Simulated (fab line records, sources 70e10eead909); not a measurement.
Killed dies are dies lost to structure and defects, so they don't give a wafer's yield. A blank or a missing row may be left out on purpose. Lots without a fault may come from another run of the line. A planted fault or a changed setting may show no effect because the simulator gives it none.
A struck lot beside a sound one | flow nand_harc | 24 steps out of a route of 1302
Sound: wafers L649.1, L649.4, L649.5. Struck: wafers L656.1, L656.2, L656.5. The cause comes at the end.
At each step with rows: each side's tool, then ch and its chambers, then its first start. Under that, the readings that differ: sound wafers | struck wafers | difference of the means | sigmas: that difference in standard deviations of wafers without a fault.
alike: readings whose means differ by less than 2 such deviations, and words and numbers that are the same on both sides. not compared: withheld readings, readings that some wafer has no value for, bounds like >300 that may hide the same value, and numbers for which the record gives no deviation and whose values overlap.
The two part at a step that has a row with sigmas, a row that says differs or no value, or rows on one side only. Numbers that don't overlap but have no deviation are shown without sigmas and don't part them. A reading that every wafer of one side lacks parts them only if that side has two wafers or more.

NHARC_P_M1_INSPECT_27:
  sound on defect_inspect-02, day 7 09:49; struck on defect_inspect-02, day 10 16:19
  alike: raw_defect_count
NHARC_P_M1_PRE_CLEAN_32: time 12 s.
  sound on pecvd-04 ch 0,2, day 7 09:54; struck on pecvd-03 ch 0,1,2, day 10 16:23
  alike: heater_power_w
NHARC_P_M1_DEP_33: deposits SiCN, target thk 30 nm.
  sound on pecvd-04 ch 0,2, day 7 10:02; struck on pecvd-03 ch 0,1,2, day 10 16:28
  alike: heater_power_w
then, 8 steps without rows for these wafers: NHARC_P_M2_DEP_00 (deposits SiOC, target thk 182.5 nm); NHARC_P_M2_DEHYDRATE_01 (time 120 s); NHARC_P_M2_HMDS_02 (time 30 s); NHARC_P_M2_COAT_34 (time 65 s); NHARC_P_M2_COAT_03 (resist thk 90 nm); NHARC_P_M2_SOFTBAKE_04 (time 55 s); NHARC_P_M2_EBR_05; NHARC_P_M2_EXPOSE_06 (exposes mask P M2, target cd 170 nm).
NHARC_P_M2_PEB_07: peb time 65 s.
  sound on litho_track-06 ch 0, day 7 11:08; struck on litho_track-06 ch 0, day 10 17:38
  reading                  | sound              | struck               | difference | sigmas
  heater_power_total_W (W) | 156.3 156.2 157.1  | 159.5 160.5 159.5    | +3.3       | +8
  plate_temp_C (C)         | 99.93 99.94 100.03 | 101.56 101.65 101.52 | +1.61      | +12
then, 1 step without rows for these wafers: NHARC_P_M2_DEVELOP_08 (develop time 35 s).
NHARC_P_M2_CD_MEAS_09: target cd 170 nm.
  sound on cd_sem-03 ch 0, day 7 11:13; struck on cd_sem-02 ch 0, day 10 17:43
  reading    | sound             | struck            | difference | sigmas
  cd_nm (nm) | 170.0 170.1 169.6 | 176.1 175.7 176.3 | +6.1       | +14
NHARC_P_M2_OVL_MEAS_10: pitch 340 nm.
  sound on overlay-02, day 7 11:18; struck on overlay-02, day 10 17:48
  alike: overlay_x_nm, overlay_y_nm
NHARC_P_M2_INSPECT_11:
  sound on defect_inspect-02, day 7 11:20; struck on defect_inspect-02, day 10 17:50
  alike: raw_defect_count
NHARC_P_M2_DESCUM_14: chemistry O2, time 3 s.
  sound on rie_diel-11 ch 0,2, day 7 11:24; struck on rie_diel-11 ch 0,1,2, day 10 17:55
  reading               | sound           | struck            | difference | sigmas
  model.P_M2.cd_nm (nm) | 170.3 170.3 170 | 176.3 175.5 176.4 | +5.9       |
  alike: chamber_pressure_mTorr, drypump_motor_current_A, oes_product_au, rf_vpp_V, showerhead_plenum_p_Torr, throttle_valve_pct
  not compared: rf_hours_counter_h
NHARC_P_M2_ETCH_35: etches the open film in N2/H2, target depth 40 nm, overetch 12 nm, time 43.94 s.
  sound on rie_diel-11 ch 2,3, day 7 11:29; struck on rie_diel-11 ch 2,3, day 10 17:59
  alike: chamber_pressure_mTorr, drypump_motor_current_A, n2_flow_sccm, oes_product_au, rf_vpp_V, showerhead_plenum_p_Torr, throttle_valve_pct
  not compared: rf_hours_counter_h
NHARC_P_M2_ETCH_15: etches the open film in C4F8/Ar, target depth 182.5 nm, time 91.2 s.
  sound on rie_diel-11 ch 1,2; struck on rie_diel-11 ch 0,3
  alike: chamber_pressure_mTorr, oes_product_au, rf_vpp_V
  not compared: rf_hours_counter_h
NHARC_P_M2_CD_MEAS_16:
  sound on cd_sem-01, day 7 11:42; struck on cd_sem-03, day 10 18:12
  reading    | sound             | struck            | difference | sigmas
  cd_nm (nm) | 170.1 170.6 170.0 | 176.1 175.2 176.3 | +5.6       | +10
NHARC_P_M2_STRIP_18: strips in N2/H2.
  sound on rie_diel-08 ch 1,2,3, day 7 11:49; struck on rie_diel-08 ch 0,3, day 10 18:17
  alike: chamber_pressure_mTorr, drypump_motor_current_A, n2_flow_sccm, oes_product_au, rf_vpp_V, showerhead_plenum_p_Torr, throttle_valve_pct
  not compared: rf_hours_counter_h
NHARC_P_M2_ETCH_28: etches the open film in CF4/N2, target depth 30 nm, time 72.99 s.
  sound on rie_diel-08 ch 1,3; struck on rie_diel-08 ch 0,1,2
  reading               | sound             | struck            | difference | sigmas
  model.P_M2.cd_nm (nm) | 169.8 170.6 169.6 | 176.3 175.9 176.6 | +6.3       |
  alike: chamber_pressure_mTorr, drypump_motor_current_A, n2_flow_sccm, oes_product_au, rf_vpp_V, showerhead_plenum_p_Torr, throttle_valve_pct
  not compared: rf_hours_counter_h
then, 2 steps without rows for these wafers: NHARC_P_M2_STRIP_19 (strips in post etch residue remover, time 600 s); NHARC_END_SORT_01.

WHERE THEY PART
First at NHARC_P_M2_PEB_07; last, within this record, at NHARC_P_M2_CD_MEAS_16. Later steps at which nothing parts them and some readings are alike: NHARC_P_M2_STRIP_18, NHARC_P_M2_ETCH_28.

WHY: what the simulator had put in
Process parameter drift: litho_track-06, from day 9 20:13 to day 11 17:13, at NHARC_P_M2_PEB_07. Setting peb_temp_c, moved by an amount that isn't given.
